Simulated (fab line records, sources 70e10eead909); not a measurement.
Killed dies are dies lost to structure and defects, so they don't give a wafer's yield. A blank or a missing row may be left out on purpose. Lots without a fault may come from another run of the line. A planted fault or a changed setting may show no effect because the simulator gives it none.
fab line records | flow nand_harc | part 1 of 2: steps 1 to 31 of 37
record lots=5 wafers=15 last_day=31
route steps=1302 shown A_STAIRCASE@795
lots that met no fault: from a run of the same line without faults
start_h: hours from the record's first day to the start of the lot's first wafer shown | wait_h: hours since the lot's step before | " the same as in the row above | L1.1+2: a row that stands for several wafers | - no value, or no start given | * or withheld: withheld | < > ~ a bound
route shown NAME@n: a module of which the file shows steps, and the number in the route of the first | usual: mean/standard deviation of fault-free wafers | same: alike in all rows | chamber/n: place in a boat | sites: the reading at each site | _std_site: their standard deviation | _edge_site: outer sites' mean less inner sites' | radius_mm: how far each site lies from the wafer's centre | mask NAME#n: copy n | behind: the tool/chamber that last shaped the wafer | hold: why the lot was held/for how many hours/how that ended | device: the transistor (n, p or np) that didn't switch | end of line: the same wafers' tests at the end of the route | a step without rows: its recipe alone | killed: dies lost to structure and defects at the first sort, not the wafer's yield | map: a wafer's dies, x killed, . not, _ none there
set.NAME: the setting as run; set.NAME@STEP: as run at that earlier step | model.NAME: the simulator's own value behind a step, which no gauge read
lots at some steps of the route; a table a step, a row a wafer
services: from which hour (start_h, from the record's first day; less than 0 if before it) a tool's chamber was out of use, for how many hours, and why
## steps
# step NHARC_A_STAIRCASE_HM_DEP_459
# recipe target_thk_a=15000 temp_c=400 material=aC
# usual throttle_valve_pct=35.000/0.0092
# columns lot.wafer tool chamber start_h wait_h throttle_valve_pct
L075.1 acl_dep-02 0 400.50 2.5 35.000
L075.2 " 0 " " 35.003
L075.3 " 0 " " 34.994
L084.4 acl_dep-02 0 483.09 1.8 34.987
L084.5 " 0 " " 34.995
L084.6 " 0 " " 35.006
L089.3 acl_dep-02 0 515.36 2.3 35.003
L089.5 " 0 " " 35.007
L089.6 " 0 " " 34.999
L090.3 acl_dep-01 0 535.44 0.7 34.994
L090.5 " 0 " " 34.995
L090.6 " 0 " " 34.993
L092.2 acl_dep-03 0 559.31 0.5 34.994
L092.4 " 0 " " 35.004
L092.5 " 0 " " 34.989
# step NHARC_A_STAIRCASE_DEP_280
# recipe target_thk_a=300 target_thk_nm=30 temp_c=400 pressure_torr=3.5 flow_sccm=200 rf_w=350 material=SiON
# usual heater_power_w=750/73
# columns lot.wafer tool chamber start_h wait_h heater_power_w
L075.3 pecvd-02 2 402.38 0.9 684
L075.2 " 0 " " 736
L075.1 " 1 " " 733
L084.4 pecvd-04 0 484.11 0.7 731
L084.6 " 1 " " 697
L084.5 " 2 " " 836
L089.3 pecvd-03 2 516.64 1.0 746
L089.5 " 1 " " 843
L089.6 " 2 " " 750
L090.3 pecvd-02 0 536.69 0.9 791
L090.6 " 0 " " 784
L090.5 " 2 " " 664
L092.2 pecvd-04 1 560.97 1.3 661
L092.4 " 2 " " 858
L092.5 " 0 " " 781
# step NHARC_A_STAIRCASE_DEHYDRATE_281
# recipe temp_c=150 time_s=120
# columns lot.wafer tool chamber start_h wait_h
L075.1+2+3 litho_track-05 0 402.65 0.2
L084.4+5+6 litho_track-02 0 484.29 0.2
L089.3+5+6 litho_track-02 0 516.89 0.2
L090.3+5+6 litho_track-02 0 536.96 0.2
L092.2+4+5 litho_track-02 0 561.19 0.2
# step NHARC_A_STAIRCASE_HMDS_282
# recipe time_s=30
# columns lot.wafer tool chamber start_h wait_h
L075.1+2+3 litho_track-05 0 - -
L084.4+5+6 litho_track-02 0 - -
L089.3+5+6 litho_track-02 0 - -
L090.3+5+6 litho_track-02 0 - -
L092.2+4+5 litho_track-02 0 - -
# step NHARC_A_STAIRCASE_COAT_283
# recipe spin_rpm=1200
# columns lot.wafer tool chamber start_h wait_h
L075.1+2+3 litho_track-05 0 - -
L084.4+5+6 litho_track-02 0 - -
L089.3+5+6 litho_track-02 0 - -
L090.3+5+6 litho_track-02 0 - -
L092.2+4+5 litho_track-02 0 - -
# step NHARC_A_STAIRCASE_SOFTBAKE_284
# recipe temp_c=135 time_s=170
# columns lot.wafer tool chamber start_h wait_h
L075.1+2+3 litho_track-05 0 - -
L084.4+5+6 litho_track-02 0 - -
L089.3+5+6 litho_track-02 0 - -
L090.3+5+6 litho_track-02 0 - -
L092.2+4+5 litho_track-02 0 - -
# step NHARC_A_STAIRCASE_EBR_285
# columns lot.wafer tool chamber start_h wait_h
L075.1+2+3 litho_track-05 0 - -
L084.4+5+6 litho_track-02 0 - -
L089.3+5+6 litho_track-02 0 - -
L090.3+5+6 litho_track-02 0 - -
L092.2+4+5 litho_track-02 0 - -
# step NHARC_A_STAIRCASE_EXPOSE_286
# recipe na=0.5 dose_mj=25.01 mask_id=CHOP_100
# columns lot.wafer tool chamber start_h wait_h mask
L075.1+2+3 krf_scanner-01 0 402.87 - CHOP_100#0
L084.4+5+6 krf_scanner-03 0 484.64 - CHOP_100#0
L089.3+5+6 krf_scanner-03 0 517.23 - CHOP_100#0
L090.3+5+6 krf_scanner-02 0 537.17 - CHOP_100#0
L092.2+4+5 krf_scanner-01 0 561.52 - CHOP_100#0
# step NHARC_A_STAIRCASE_PEB_287
# recipe peb_temp_c=115 peb_time_s=130
# columns lot.wafer tool chamber start_h wait_h
L075.1+2+3 litho_track-05 0 402.93 0.1
L084.4+5+6 litho_track-02 0 484.69 0.0
L089.3+5+6 litho_track-07 0 517.28 0.1
L090.3+5+6 litho_track-07 0 537.23 0.0
L092.2+4+5 litho_track-05 0 561.58 0.1
# step NHARC_A_STAIRCASE_DEVELOP_288
# recipe time_s=140
# columns lot.wafer tool chamber start_h wait_h
L075.1+2+3 litho_track-05 0 - -
L084.4+5+6 litho_track-02 0 - -
L089.3+5+6 litho_track-07 0 - -
L090.3+5+6 litho_track-07 0 - -
L092.2+4+5 litho_track-05 0 - -
# step NHARC_A_STAIRCASE_HARDBAKE_290
# recipe temp_c=120 time_s=140
# columns lot.wafer tool chamber start_h wait_h
L075.1+2+3 litho_track-05 0 403.15 -
L084.4+5+6 litho_track-07 0 484.92 -
L089.3+5+6 litho_track-02 0 517.51 -
L090.3+5+6 litho_track-05 0 537.46 -
L092.2+4+5 litho_track-07 0 561.81 -
# step NHARC_A_STAIRCASE_DESCUM_291
# recipe time_s=3 o2_flow_sccm=200 ar_flow_sccm=0 bias_power_w=0 chemistry=O2
# usual drypump_motor_current_A=5.6/0.44 oes_product_au=0.996/0.011 rf_vpp_V=57.7/0.84 showerhead_plenum_p_Torr=1.92/0.065 throttle_valve_pct=11.311/0.0086
# columns lot.wafer tool chamber start_h wait_h drypump_motor_current_A oes_product_au rf_hours_counter_h rf_vpp_V showerhead_plenum_p_Torr throttle_valve_pct
L075.3 rie_diel-06 2 403.32 - 6.7 0.982 33 57.1 1.86 11.306
L075.2 " 3 " " 5.9 0.990 36 57.7 1.89 11.315
L075.1 " 0 " " 5.5 0.995 35 57.5 2.03 11.319
L084.4 rie_diel-08 0 485.00 - 5.2 0.997 36 57.7 1.91 11.296
L084.5 " 0 " " 5.2 0.997 - 59.2 1.90 11.323
L084.6 " 1 " " 5.7 1.017 - 58.8 1.94 11.302
L089.3 rie_diel-06 1 517.59 - 5.7 1.010 8 57.3 1.88 11.316
L089.5 " 1 " " 5.7 1.012 - 57.9 1.88 11.315
L089.6 " 2 " " 6.6 0.999 - 56.6 1.86 11.315
L090.3 rie_diel-08 2 537.54 - 5.4 1.001 56 57.4 1.88 11.315
L090.6 " 3 " " 5.5 0.992 - 57.0 1.78 11.314
L090.5 " 0 " " 5.2 0.997 - 58.0 1.90 11.319
L092.4 rie_diel-06 3 561.91 - 5.9 1.002 20 58.3 1.88 11.294
L092.2 " 0 " " 5.5 0.990 18 57.0 2.01 11.306
L092.5 " 2 " " 6.6 0.994 - 58.5 1.85 11.301
# step NHARC_A_STAIRCASE_ETCH_292
# recipe cf4_flow_sccm=100 chf3_flow_sccm=30 ar_flow_sccm=0 rf_w=500 bias_w=200 chemistry=CF4/CHF3
# usual chf3_flow_sccm=29.99/0.087 drypump_motor_current_A=5.6/0.42 oes_product_au=0.934/0.022 rf_vpp_V=370.7/2.1 showerhead_plenum_p_Torr=1.58/0.053 throttle_valve_pct=16.802/0.0091
# columns lot.wafer tool chamber start_h wait_h chf3_flow_sccm drypump_motor_current_A oes_product_au rf_hours_counter_h rf_vpp_V showerhead_plenum_p_Torr throttle_valve_pct
L075.1 rie_diel-06 3 403.41 0.1 29.99 5.9 0.925 36 371.5 1.56 16.797
L075.2 " 0 " " 30.02 5.5 0.918 35 375.3 1.66 16.786
L075.3 " 1 " " 29.98 5.7 0.935 33 370.7 1.56 16.784
L084.4 rie_diel-08 1 485.08 0.1 30.04 5.7 0.937 41 370.6 1.59 16.804
L084.5 " 1 " " 29.92 5.8 0.936 - 372.1 1.59 16.790
L084.6 " 2 " " 30.05 5.4 0.935 - 368.5 1.55 16.798
L089.3 rie_diel-06 2 517.70 0.1 29.92 6.6 0.916 9 367.6 1.53 16.790
L089.5 " 0 " " 29.89 5.5 0.919 - 373.7 1.65 16.795
L089.6 " 1 " " 29.86 5.6 0.930 - 370.0 1.55 16.793
L090.3 rie_diel-08 2 537.65 0.1 30.00 5.4 0.933 56 369.3 1.55 16.808
L090.6 " 0 " " 29.99 5.2 0.933 - 369.5 1.56 16.795
L090.5 " 2 " " 30.08 5.4 0.937 - 369.7 1.55 16.793
L092.2 rie_diel-06 0 561.98 0.1 29.99 5.5 0.922 18 373.7 1.65 16.791
L092.4 " 1 " " 29.91 5.7 0.931 22 369.9 1.54 16.803
L092.5 " 0 " " 29.98 5.5 0.921 - 373.4 1.65 16.799
# step NHARC_A_STAIRCASE_HM_OPEN_460
# recipe o2_flow_sccm=400 cos_flow_sccm=20 ar_flow_sccm=0 rf_w=500 bias_w=300 chemistry=O2/COS
# usual drypump_motor_current_A=5.6/0.42 oes_product_au=0.997/0.012 rf_vpp_V=467.3/2.4 showerhead_plenum_p_Torr=3.13/0.11 throttle_valve_pct=28.328/0.0098
# columns lot.wafer tool chamber start_h wait_h drypump_motor_current_A oes_product_au rf_hours_counter_h rf_vpp_V showerhead_plenum_p_Torr throttle_valve_pct
L075.2 rie_diel-06 1 - - 5.7 1.007 34 467.2 3.09 28.323
L075.3 " 2 " " 6.7 0.982 33 465.7 3.05 28.344
L075.1 " 3 " " 5.9 0.988 36 466.8 3.09 28.345
L084.4 rie_diel-08 0 - - 5.2 1.005 36 466.6 3.11 28.328
L084.5 " 2 " " 5.4 1.012 - 466.0 3.08 28.340
L084.6 " 3 " " 5.5 0.998 - 461.6 2.93 28.330
L089.3 rie_diel-06 3 - - 5.9 0.986 7 466.5 3.07 28.324
L089.5 " 3 " " 5.9 0.985 - 465.4 3.07 28.331
L089.6 " 0 " " 5.5 0.983 - 470.0 3.28 28.339
L090.3 rie_diel-08 0 - - 5.2 1.011 54 466.5 3.10 28.346
L090.5 " 2 " " 5.4 1.006 - 465.4 3.07 28.334
L090.6 " 3 " " 5.5 0.977 - 462.8 2.92 28.335
L092.4 rie_diel-06 1 - - 5.7 1.013 22 465.7 3.07 28.327
L092.2 " 2 " " 6.6 0.991 24 464.5 3.03 28.333
L092.5 " 3 " " 5.9 1.000 - 466.8 3.07 28.304
# step NHARC_A_STAIRCASE_STRIP_461
# recipe o2_flow_sccm=400 cos_flow_sccm=20 ar_flow_sccm=0 bias_w=0 chemistry=O2/COS
# columns lot.wafer tool chamber start_h wait_h
L075.3+2+1 rie_diel-06 3,0,2 - -
L084.4+6+5 rie_diel-08 1,1,2 - -
L089.3+6+5 rie_diel-06 2,1,2 - -
L090.3+6+5 rie_diel-08 2,3,0 - -
L092.4+2+5 rie_diel-06 3,0,1 - -
# step NHARC_A_STAIRCASE_ETCH_452
# recipe target_depth_a=300 overetch_a=30 time_s=16.5 ion_energy_ev=100 cf4_flow_sccm=80 o2_flow_sccm=20 ar_flow_sccm=0 rf_w=300 bias_w=100 chemistry=CF4/O2
# usual drypump_motor_current_A=5.6/0.43 oes_product_au=0.996/0.01 rf_vpp_V=197.8/1.3 showerhead_plenum_p_Torr=1.34/0.046 throttle_valve_pct=13.399/0.0085
# columns lot.wafer tool chamber start_h wait_h drypump_motor_current_A oes_product_au rf_hours_counter_h rf_vpp_V showerhead_plenum_p_Torr throttle_valve_pct
L075.1 rie_diel-06 0 - - 5.5 0.995 35 200.0 1.41 13.393
L075.2 " 1 " " 5.7 1.012 34 197.0 1.32 13.402
L075.3 " 2 " " 6.6 0.995 33 197.1 1.30 13.405
L084.4 rie_diel-08 0 - - 5.2 1.001 36 197.4 1.33 13.401
L084.6 " 1 " " 5.7 1.016 - 197.7 1.35 13.374
L084.5 " 2 " " 5.4 1.006 - 197.7 1.32 13.398
L089.3 rie_diel-06 3 - - 5.9 0.995 7 197.8 1.31 13.397
L089.6 " 1 " " 5.7 1.003 - 196.2 1.31 13.390
L089.5 " 2 " " 6.6 1.002 - 196.7 1.30 13.405
L090.3 rie_diel-08 2 - - 5.4 1.010 56 197.7 1.31 13.391
L090.5 " 3 " " 5.5 0.989 - 196.0 1.25 13.400
L090.6 " 2 " " 5.4 1.004 - 198.4 1.31 13.399
L092.2 rie_diel-06 1 - - 5.7 1.014 22 196.9 1.31 13.417
L092.4 " 0 " " 5.5 0.987 19 198.7 1.40 13.399
L092.5 " 1 " " 5.7 1.010 - 196.3 1.31 13.407
# step NHARC_A_STAIRCASE_ETCH_294
# recipe target_depth_a=49890 time_s=1211.6 ion_energy_ev=800 c4f8_flow_sccm=80 o2_flow_sccm=60 ar_flow_sccm=withheld rf_w=600 bias_w=3000 chemistry=C4F8/O2/Ar
# usual oes_product_au=0.930/0.011 rf_vpp_V=1827/8.5
# columns lot.wafer tool chamber start_h wait_h oes_product_au rf_hours_counter_h rf_vpp_V
L075.2 rie_diel-06 2 - - 0.921 33 1820
L075.3 " 3 " " 0.924 36 1824
L075.1 " 0 " " 0.916 35 1841
L084.4 rie_diel-08 2 - - 0.940 36 1823
L084.5 " 1 " " 0.941 - 1829
L084.6 " 2 " " 0.932 - 1826
L089.3 rie_diel-06 1 - - 0.936 8 1821
L089.6 " 2 " " 0.920 - 1818
L089.5 " 3 " " 0.916 - 1822
L090.3 rie_diel-08 3 - - 0.919 62 1811
L090.5 " 2 " " 0.922 - 1823
L090.6 " 3 " " 0.920 - 1810
L092.4 rie_diel-06 0 - - 0.926 19 1839
L092.2 " 2 " " 0.923 24 1819
L092.5 " 0 " " 0.935 - 1838
# step NHARC_A_STAIRCASE_STRIP_295
# recipe o2_flow_sccm=500 ar_flow_sccm=0 bias_w=0 chemistry=O2
# usual drypump_motor_current_A=5.6/0.43 oes_product_au=0.995/0.011 rf_vpp_V=57.8/0.86 showerhead_plenum_p_Torr=3.53/0.12 throttle_valve_pct=17.036/0.009
# columns lot.wafer tool chamber start_h wait_h drypump_motor_current_A oes_product_au rf_hours_counter_h rf_vpp_V showerhead_plenum_p_Torr throttle_valve_pct
L075.3 rie_diel-06 2 - - 6.7 0.989 34 57.1 3.44 17.037
L075.2 " 3 " " 5.9 0.984 37 57.7 3.49 17.046
L075.1 " 0 " " 5.6 0.987 35 58.3 3.72 17.043
L084.4 rie_diel-08 3 - - 5.5 0.980 44 57.2 3.32 17.034
L084.6 " 3 " " 5.5 0.983 - 55.9 3.31 17.025
L084.5 " 0 " " 5.2 0.998 - 57.9 3.51 17.030
L089.3 rie_diel-06 3 - - 5.9 0.989 7 57.2 3.47 17.037
L089.6 " 0 " " 5.5 0.976 - 56.6 3.70 17.031
L089.5 " 1 " " 5.7 1.008 - 57.8 3.47 17.018
L090.3 rie_diel-08 0 - - 5.2 0.998 55 57.9 3.50 17.024
L090.6 " 2 " " 5.4 1.006 - 57.5 3.47 17.032
L090.5 " 0 " " 5.2 1.003 - 58.9 3.50 17.052
L092.4 rie_diel-06 0 - - 5.5 0.992 19 58.1 3.69 17.029
L092.2 " 1 " " 5.7 1.003 23 58.4 3.46 17.041
L092.5 " 0 " " 5.5 0.980 - 57.8 3.69 17.034
# step NHARC_A_STAIRCASE_STRIP_296
# recipe time_s=900 temp_c=130 chemistry=SPM
# columns lot.wafer tool chamber start_h wait_h
L075.3+2+1 wet_bench-05 4,5,6 405.13 -
L084.4+5+6 wet_bench-07 5,6,7 486.73 -
L089.6+5+3 wet_bench-03 1,5,6 519.75 -
L090.6+5+3 wet_bench-05 6,0,2 539.59 -
L092.4+5+2 wet_bench-07 0,1,3 563.62 -
# step NHARC_A_STAIRCASE_PRECLEAN_297
# recipe time_s=* temp_c=50 bath_age_min=0 chemistry=SC1
# usual diw_flow_mL_min=1415/4.3 sc1_h2o2_end_mol_l=0.3699/0.00065
# columns lot.wafer tool chamber start_h wait_h diw_flow_mL_min sc1_h2o2_end_mol_l
L075.3 wet_bench-05 4 - - 1413 0.3701
L075.2 " 5 " " 1415 0.3704
L075.1 " 6 " " 1404 0.3686
L084.4 wet_bench-07 5 - - 1417 0.3700
L084.5 " 6 " " 1416 0.3701
L084.6 " 7 " " 1416 0.3706
L089.6 wet_bench-03 1 - - 1421 0.3711
L089.5 " 5 " " 1408 0.3698
L089.3 " 6 " " 1415 0.3692
L090.6 wet_bench-05 6 - - 1417 0.3705
L090.5 " 0 " " 1417 0.3685
L090.3 " 2 " " 1409 0.3702
L092.4 wet_bench-07 0 - - 1415 0.3699
L092.5 " 1 " " 1409 0.3697
L092.2 " 3 " " 1421 0.3691
# step NHARC_A_STAIRCASE_SRD_298
# columns lot.wafer tool chamber start_h wait_h
L075.3+2+1 wet_bench-05 4,5,6 - -
L084.4+5+6 wet_bench-07 5,6,7 - -
L089.6+5+3 wet_bench-03 1,5,6 - -
L090.6+5+3 wet_bench-05 6,0,2 - -
L092.4+5+2 wet_bench-07 0,1,3 - -
# step NHARC_A_STAIRCASE_HM_DEP_462
# recipe target_thk_a=8000 temp_c=400 material=aC
# usual throttle_valve_pct=35.001/0.0091
# columns lot.wafer tool chamber start_h wait_h throttle_valve_pct
L075.1 acl_dep-03 0 405.78 0.2 35.001
L075.2 " 0 " " 34.987
L075.3 " 0 " " 35.010
L084.4 acl_dep-01 0 488.14 1.0 34.987
L084.5 " 0 " " 34.994
L084.6 " 0 " " 34.991
L089.3 acl_dep-03 0 520.90 0.7 35.000
L089.5 " 0 " " 34.996
L089.6 " 0 " " 35.021
L090.3 acl_dep-02 0 540.72 0.7 35.007
L090.5 " 0 " " 34.996
L090.6 " 0 " " 34.999
L092.2 acl_dep-03 0 566.88 2.8 35.012
L092.4 " 0 " " 35.004
L092.5 " 0 " " 35.009
# step NHARC_A_STAIRCASE_DEP_301
# recipe target_thk_a=300 target_thk_nm=30 temp_c=400 pressure_torr=3.5 flow_sccm=200 rf_w=350 material=SiON
# usual heater_power_w=749/78
# columns lot.wafer tool chamber start_h wait_h heater_power_w
L075.2 pecvd-04 1 407.67 1.3 603
L075.3 " 2 " " 898
L075.1 " 0 " " 805
L084.5 pecvd-04 0 489.19 0.4 670
L084.4 " 1 " " 595
L084.6 " 2 " " 809
L089.3 pecvd-02 2 522.19 1.0 645
L089.6 " 1 " " 663
L089.5 " 2 " " 644
L090.3 pecvd-03 0 541.97 1.0 683
L090.5 " 2 " " 720
L090.6 " 0 " " 678
L092.2 pecvd-04 2 568.53 1.3 786
L092.5 " 1 " " 687
L092.4 " 0 " " 762
# step NHARC_A_STAIRCASE_DEHYDRATE_302
# recipe temp_c=150 time_s=120
# columns lot.wafer tool chamber start_h wait_h
L075.1+2+3 litho_track-05 0 407.94 0.2
L084.4+5+6 litho_track-07 0 489.38 0.1
L089.3+5+6 litho_track-05 0 522.43 0.2
L090.3+5+6 litho_track-07 0 542.22 0.2
L092.2+4+5 litho_track-07 0 568.77 0.2
# step NHARC_A_STAIRCASE_HMDS_303
# recipe time_s=30
# columns lot.wafer tool chamber start_h wait_h
L075.1+2+3 litho_track-05 0 - -
L084.4+5+6 litho_track-07 0 - -
L089.3+5+6 litho_track-05 0 - -
L090.3+5+6 litho_track-07 0 - -
L092.2+4+5 litho_track-07 0 - -
# step NHARC_A_STAIRCASE_COAT_304
# recipe spin_rpm=1200
# columns lot.wafer tool chamber start_h wait_h
L075.1+2+3 litho_track-05 0 - -
L084.4+5+6 litho_track-07 0 - -
L089.3+5+6 litho_track-05 0 - -
L090.3+5+6 litho_track-07 0 - -
L092.2+4+5 litho_track-07 0 - -
# step NHARC_A_STAIRCASE_SOFTBAKE_305
# recipe temp_c=135 time_s=170
# columns lot.wafer tool chamber start_h wait_h
L075.1+2+3 litho_track-05 0 - -
L084.4+5+6 litho_track-07 0 - -
L089.3+5+6 litho_track-05 0 - -
L090.3+5+6 litho_track-07 0 - -
L092.2+4+5 litho_track-07 0 - -
# step NHARC_A_STAIRCASE_EBR_306
# columns lot.wafer tool chamber start_h wait_h
L075.1+2+3 litho_track-05 0 - -
L084.4+5+6 litho_track-07 0 - -
L089.3+5+6 litho_track-05 0 - -
L090.3+5+6 litho_track-07 0 - -
L092.2+4+5 litho_track-07 0 - -
# step NHARC_A_STAIRCASE_EXPOSE_307
# recipe na=0.5 dose_mj=45.72 mask_id=CHOP_50
# columns lot.wafer tool chamber start_h wait_h mask
L075.1+2+3 krf_scanner-01 0 408.27 - CHOP_50#0
L084.4+5+6 krf_scanner-01 0 489.60 - CHOP_50#0
L089.3+5+6 krf_scanner-01 0 522.77 - CHOP_50#0
L090.3+5+6 krf_scanner-03 0 542.56 - CHOP_50#0
L092.2+4+5 krf_scanner-02 0 569.11 - CHOP_50#0
# step NHARC_A_STAIRCASE_PEB_308
# recipe peb_temp_c=115 peb_time_s=130
# columns lot.wafer tool chamber start_h wait_h
L075.1+2+3 litho_track-07 0 408.34 0.1
L084.4+5+6 litho_track-05 0 489.65 0.0
L089.3+5+6 litho_track-07 0 522.83 0.1
L090.3+5+6 litho_track-07 0 542.62 0.1
L092.2+4+5 litho_track-07 0 569.18 0.1
# step NHARC_A_STAIRCASE_DEVELOP_309
# recipe time_s=140
# columns lot.wafer tool chamber start_h wait_h
L075.1+2+3 litho_track-07 0 - -
L084.4+5+6 litho_track-05 0 - -
L089.3+5+6 litho_track-07 0 - -
L090.3+5+6 litho_track-07 0 - -
L092.2+4+5 litho_track-07 0 - -
